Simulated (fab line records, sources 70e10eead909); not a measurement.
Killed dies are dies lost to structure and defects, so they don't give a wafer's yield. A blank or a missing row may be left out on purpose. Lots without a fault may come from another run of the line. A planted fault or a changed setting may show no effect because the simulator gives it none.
fab line records | flow nand_harc
record lots=6 wafers=18 last_day=32
route steps=1302 shown P_GATE@205 P_CONTACT@217 END@1302
lots that met no fault: from a run of the same line without faults
start_h: hours from the record's first day to the start of the lot's first wafer shown | wait_h: hours since the lot's step before | " the same as in the row above | L1.1+2: a row that stands for several wafers | - no value, or no start given | * or withheld: withheld | < > ~ a bound
route shown NAME@n: a module of which the file shows steps, and the number in the route of the first | usual: mean/standard deviation of fault-free wafers | same: alike in all rows | chamber/n: place in a boat | sites: the reading at each site | _std_site: their standard deviation | _edge_site: outer sites' mean less inner sites' | radius_mm: how far each site lies from the wafer's centre | mask NAME#n: copy n | behind: the tool/chamber that last shaped the wafer | hold: why the lot was held/for how many hours/how that ended | device: the transistor (n, p or np) that didn't switch | end of line: the same wafers' tests at the end of the route | a step without rows: its recipe alone | killed: dies lost to structure and defects at the first sort, not the wafer's yield | map: a wafer's dies, x killed, . not, _ none there
set.NAME: the setting as run; set.NAME@STEP: as run at that earlier step | model.NAME: the simulator's own value behind a step, which no gauge read
lots at some steps of the route; a table a step, a row a wafer
services: from which hour (start_h, from the record's first day; less than 0 if before it) a tool's chamber was out of use, for how many hours, and why
## steps
# step NHARC_P_GATE_STRIP_95
# recipe power_w=1500 temp_c=250 chemistry=O2
# usual drypump_motor_current_A=5.78/0.17 heater_power_w=352/22
# columns lot.wafer tool chamber start_h wait_h drypump_motor_current_A heater_power_w rf_hours_counter_h
L754.4 plasma_asher-01 1 190.68 0.4 6.07 377 -
L754.3 " 0 " " 5.78 340 -
L754.6 " 0 " " 5.76 337 -
L755.2 plasma_asher-02 0 197.40 0.5 5.73 322 30
L755.3 " 0 " " 5.74 327 -
L755.6 " 1 " " 5.60 365 -
L757.2 plasma_asher-01 0 220.10 0.5 5.76 343 9
L757.4 " 0 " " 5.72 343 -
L757.6 " 0 " " 5.73 345 -
L760.2 plasma_asher-01 0 255.60 0.6 5.76 339 18
L760.1 " 1 " " 6.06 375 18
L760.5 " 0 " " 5.73 334 -
L765.1 plasma_asher-02 1 297.56 0.5 5.59 389 8
L765.4 " 0 " " 5.74 324 -
L765.5 " 1 " " 5.58 390 -
L767.2 plasma_asher-01 1 311.97 0.6 6.06 375 30
L767.1 " 0 " " 5.73 335 30
L767.5 " 1 " " 6.06 374 -
# step NHARC_P_GATE_STRIP_96
# recipe time_s=900 temp_c=130 chemistry=SPM
# step NHARC_P_GATE_RTA_64
# recipe temp_c=1050 time_s=1
# usual lamp_power_pct=32.3/0.51 lamp_zone_7_pct=32.7/0.51 wafer_temp_C_max=1056.2/2
# columns lot.wafer tool chamber start_h wait_h lamp_power_pct lamp_zone_7_pct wafer_temp_C_max
L754.3 rtp_anneal-01 0 191.27 - 31.9 32.3 1055.3
L754.4 " 0 " " 31.9 32.3 1054.3
L754.6 " 0 " " 31.9 32.3 1059.2
L755.2 rtp_anneal-01 0 197.99 - 31.9 32.2 1056.4
L755.3 " 0 " " 31.9 32.3 1058.8
L755.6 " 0 " " 31.9 32.3 1057.1
L757.2 rtp_anneal-02 0 220.68 - 33.0 33.4 1053.7
L757.4 " 0 " " 32.9 33.4 1055.6
L757.6 " 0 " " 32.9 33.3 1054.3
L760.1 rtp_anneal-01 0 256.16 - 31.9 32.3 1057.5
L760.2 " 0 " " 31.9 32.4 1058.6
L760.5 " 0 " " 31.9 32.4 1054.7
L765.1 rtp_anneal-02 0 298.12 - 33.0 33.3 1055.4
L765.4 " 0 " " 33.0 33.4 1056.2
L765.5 " 0 " " 32.9 33.4 1053.7
L767.1 rtp_anneal-02 0 312.53 - 32.9 33.3 1055.8
L767.2 " 0 " " 32.9 33.4 1054.2
L767.5 " 0 " " 32.9 33.4 1054.4
# step NHARC_P_GATE_ETCH_77
# recipe target_depth_a=60 chemistry=dHF material=SiO2
# step NHARC_P_GATE_DEGAS_109
# recipe temp_c=300 time_s=60
# usual heater_power_w=469/44
# columns lot.wafer tool chamber start_h wait_h heater_power_w
L754.3 pvd_sputter-03 - 191.53 0.1 499
L754.4 " - " " 427
L754.6 " - " " 451
L755.3 pvd_sputter-03 - 198.27 0.1 471
L755.2 " - " " 484
L755.6 " - " " 474
L757.4 pvd_sputter-02 - 220.95 0.1 445
L757.2 " - " " 426
L757.6 " - " " 493
L760.1 pvd_sputter-01 - 256.47 0.1 428
L760.2 " - " " 460
L760.5 " - " " 608
L765.4 pvd_sputter-01 - 298.42 0.1 463
L765.1 " - " " 424
L765.5 " - " " 586
L767.1 pvd_sputter-03 - 312.83 0.1 414
L767.2 " - " " 471
L767.5 " - " " 430
# step NHARC_P_GATE_PRE_CLEAN_110
# recipe time_s=30 bias_v=200 gas=Ar
# step NHARC_P_GATE_SPUTTER_78
# recipe target_thk_a=100 material=Ni
# step NHARC_P_GATE_SPUTTER_79
# recipe target_thk_a=100 material=TiN
# step NHARC_P_GATE_RTA_80
# recipe temp_c=300 time_s=30
# usual wafer_temp_C_max=301.7/0.55
# columns lot.wafer tool chamber start_h wait_h wafer_temp_C_max
L754.3 rtp_anneal-02 0 191.87 - 301.2
L754.4 " 0 " " 301.3
L754.6 " 0 " " 301.2
L755.2 rtp_anneal-02 0 198.58 - 301.6
L755.3 " 0 " " 301.1
L755.6 " 0 " " 301.2
L757.2 rtp_anneal-01 0 221.27 - 301.9
L757.4 " 0 " " 302.7
L757.6 " 0 " " 301.8
L760.1 rtp_anneal-01 0 256.76 - 302.0
L760.2 " 0 " " 301.6
L760.5 " 0 " " 301.9
L765.1 rtp_anneal-02 0 298.72 - 301.2
L765.4 " 0 " " 301.1
L765.5 " 0 " " 301.5
L767.1 rtp_anneal-02 0 313.13 - 301.5
L767.2 " 0 " " 301.2
L767.5 " 0 " " 301.7
# step NHARC_P_GATE_STRIP_67
# recipe time_s=600 temp_c=130 chemistry=SPM
# step NHARC_P_GATE_RTA_82
# recipe temp_c=450 time_s=30
# step NHARC_P_GATE_INSPECT_68
# usual raw_defect_count=197/68
# columns lot.wafer tool chamber start_h wait_h raw_defect_count
L754.3 defect_inspect-02 - 192.47 0.1 182
L754.4 " - " " 202
L754.6 " - " " 279
L755.2 defect_inspect-02 - 199.23 0.1 236
L755.3 " - " " 267
L755.6 " - " " 371
L757.2 defect_inspect-02 - 221.90 0.1 205
L757.4 " - " " 242
L757.6 " - " " 131
L760.1 defect_inspect-01 - 257.63 0.2 160
L760.2 " - " " 248
L760.5 " - " " 269
L765.1 defect_inspect-01 - 299.37 0.2 175
L765.4 " - " " 245
L765.5 " - " " 179
L767.1 defect_inspect-02 - 313.79 0.2 126
L767.2 " - " " 187
L767.5 " - " " 216
# step NHARC_P_CONTACT_DEP_30
# recipe target_thk_a=300 temp_c=400 target_thk_nm=30 flow_sccm=200 rf_w=450 material=SiNx
# usual heater_power_w=704/70 rf_fwd_power_W=448.9/1.4
# columns lot.wafer tool chamber start_h wait_h heater_power_w rf_fwd_power_W
L754.3 pecvd-04 0 192.54 0.1 784 449.6
L754.4 " 1 " " 765 450.7
L754.6 " 2 " " 726 448.2
L755.3 pecvd-02 1 199.29 0.1 645 449.8
L755.2 " 2 " " 824 450.2
L755.6 " 0 " " 654 447.6
L757.2 pecvd-03 2 222.01 0.1 680 447.1
L757.4 " 2 " " 670 447.8
L757.6 " 0 " " 702 449.3
L760.1 pecvd-03 2 257.70 0.1 757 447.7
L760.2 " 0 " " 687 447.6
L760.5 " 2 " " 749 449.7
L765.1 pecvd-02 2 299.52 0.1 801 449.2
L765.5 " 0 " " 620 449.2
L765.4 " 1 " " 702 522.1
L767.1 pecvd-02 1 313.89 0.1 669 518.9
L767.2 " 2 " " 823 449.4
L767.5 " 1 " " 682 519.9
# step NHARC_P_CONTACT_DEP_00
# recipe target_thk_a=5000 temp_c=400 pressure_torr=6.5 rf_w=900 teos_flow_sccm=161.4 flow_sccm=2650 target_thk_nm=500 gas=O2 material=SiO2
# usual chamber_pressure_Torr=6.499/0.013 heater_power_w=546/63 rf_fwd_power_W=898.0/2.5 throttle_valve_pct=15.8/0.7
# columns lot.wafer tool chamber start_h wait_h chamber_pressure_Torr heater_power_w rf_fwd_power_W throttle_valve_pct
L754.3 pecvd-04 0 - - 6.499 583 899.3 16.0
L754.4 " 1 " " 6.496 653 898.5 15.5
L754.6 " 2 " " 6.497 537 902.3 16.7
L755.3 pecvd-02 1 - - 6.506 487 900.1 15.9
L755.2 " 2 " " 6.487 526 896.6 16.7
L755.6 " 0 " " 6.496 523 897.2 16.2
L757.2 pecvd-03 2 - - 6.481 524 895.7 16.7
L757.4 " 2 " " 6.493 565 897.1 16.5
L757.6 " 0 " " 6.496 559 891.6 15.5
L760.1 pecvd-03 2 - - 6.511 519 898.9 17.0
L760.2 " 0 " " 6.491 475 894.1 15.4
L760.5 " 2 " " 6.507 562 897.1 16.5
L765.1 pecvd-02 2 - - 6.459 561 896.8 16.5
L765.5 " 0 " " 6.475 540 899.4 15.4
L765.4 " 1 " " 6.489 473 895.7 15.3
L767.1 pecvd-02 1 - - 6.517 603 898.9 15.6
L767.2 " 2 " " 6.501 647 903.8 16.8
L767.5 " 1 " " 6.491 616 896.5 15.4
# step NHARC_END_SORT_01
# recipe temp_c=25
# usual killed_at_array=57/24 killed_at_other=0.7/0.94 killed_at_periphery=3.8/2.5 killed_dies=62/23 killed_open=3.1/1.8 killed_short=2.5/1.6
# same gross_dies=677
# columns lot.wafer tool chamber start_h wait_h killed_at_array killed_at_other killed_at_periphery killed_dies killed_open killed_short
L757.2 prober-01 0 673.93 2.8 63 0 3 66 2 4
L757.4 prober-01 0 675.52 3.4 58 0 4 62 4 2
L757.6 prober-01 0 677.10 4.0 68 0 2 70 4 3
L765.1 prober-02 0 741.85 2.5 41 0 3 44 3 2
L765.4 prober-02 0 744.26 3.4 41 2 3 46 4 3
L765.5 prober-02 0 745.07 3.7 37 0 1 38 0 3
# killed by level:class
L757.2 A_CHANNEL_HOLE_D1:chamber_film_flake=26 A_CHANNEL_HOLE_D2:chamber_film_flake=21 A_CONTACT:chamber_film_flake=7 A_STAIRCASE:chamber_film_flake=3 P_GATE:geometric_particle:short=1 A_CHANNEL_FILL_D1:geometric_particle:short=1 A_ONON_D2:geometric_particle:open=1 A_CHANNEL_FILL_D2:geometric_particle:open=1
L757.4 A_CHANNEL_HOLE_D1:chamber_film_flake=31 A_CHANNEL_HOLE_D2:chamber_film_flake=17 A_CONTACT:chamber_film_flake=4 P_CONTACT:geometric_particle:open=2 P_GATE:chamber_film_flake=2 A_CHANNEL_FILL_D1:geometric_particle:short=1 A_DECK1_JOINT:geometric_particle:open=1 A_CHANNEL_FILL_D2:geometric_particle:short=1
L757.6 A_CHANNEL_HOLE_D1:chamber_film_flake=33 A_CHANNEL_HOLE_D2:chamber_film_flake=19 A_SLIT:chamber_film_flake=4 A_CONTACT:chamber_film_flake=4 P_GATE:geometric_particle:open=1 A_CHANNEL_FILL_D1:geometric_particle:short=1 A_CHANNEL_FILL_D1:geometric_particle:open=1 A_ONON_D2:geometric_particle:short=1
L765.1 A_CHANNEL_HOLE_D1:chamber_film_flake=18 A_CONTACT:chamber_film_flake=5 A_SGD_CUT:chamber_film_flake=4 A_SLIT:chamber_film_flake=4 A_M0:geometric_particle:open=2 P_M2:chamber_film_flake=2 A_STAIRCASE:chamber_film_flake=2 A_WL_FILL:chamber_film_flake=2
L765.4 A_CHANNEL_HOLE_D1:chamber_film_flake=9 A_CONTACT:chamber_film_flake=8 A_SGD_CUT:chamber_film_flake=6 A_SLIT:chamber_film_flake=6 A_STAIRCASE:chamber_film_flake=5 A_ONON_D1:geometric_particle:short=2 THIN_TSV:chamber_film_flake=2 P_CONTACT:geometric_particle:open=1
L765.5 A_CHANNEL_HOLE_D1:chamber_film_flake=11 A_SGD_CUT:chamber_film_flake=6 A_SLIT:chamber_film_flake=6 A_CONTACT:chamber_film_flake=6 A_STAIRCASE:chamber_film_flake=4 A_CHANNEL_FILL_D1:geometric_particle:short=2 A_ONON_D1:geometric_particle:short=1 P_ZERO_WELL:chamber_film_flake=1
## services
# columns tool chamber start_h hours kind
pvd_sputter-03 - 170.00 10.0 pm
plasma_asher-01 - 173.70 7.6 repair
pvd_sputter-01 - 177.38 0.7 repair
pecvd-03 - 185.00 13.0 pm
pvd_sputter-01 - 220.11 1.6 repair
pvd_sputter-01 - 226.28 10.0 pm
pecvd-02 - 227.44 13.0 pm
pecvd-02 0 227.44 13.0 vent_cycle
pecvd-02 1 227.44 13.0 vent_cycle
pecvd-02 2 227.44 13.0 vent_cycle
plasma_asher-02 - 240.11 1.4 repair
pecvd-02 0 240.44 - clean
pecvd-02 1 240.44 - clean
pvd_sputter-01 - 243.07 6.7 repair
plasma_asher-02 - 250.07 9.0 pm
pvd_sputter-03 - 253.72 1.8 repair
pecvd-04 - 269.49 13.0 pm
pecvd-02 0 276.65 2.2 repair
pvd_sputter-03 - 279.48 3.6 repair
pvd_sputter-02 - 282.02 10.0 pm
pvd_sputter-03 - 293.84 1.8 repair
pecvd-03 - 296.03 4.8 repair
plasma_asher-01 - 296.23 1.5 repair
pvd_sputter-01 - 314.06 4.6 repair
## key
first_sign step=NHARC_P_CONTACT_DEP_30 reading=rf_fwd_power_W direction=up sigmas=51 usual=* struck=*
effect none on later readings
met_at NHARC_P_CONTACT_DEP_30
struck_wafers L765.4,L767.1,L767.5
tester_left_out L765,L767
onset_between 199.29 299.52
fault kind=process_parameter_drift tool=pecvd-02 chamber=1 onset_h=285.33 steps=NHARC_P_CONTACT_DEP_30 channel=rf_w offset=* shape=step end_h=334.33 acts_in=* stated=*
# tester_left_out: of these lots the tester's yield and bins aren't shown, on N5 and GAA mostly nor the transistor test; their killed dies are dies lost to structure and defects alone, not to doping, threshold or leakage, so they don't give the yield
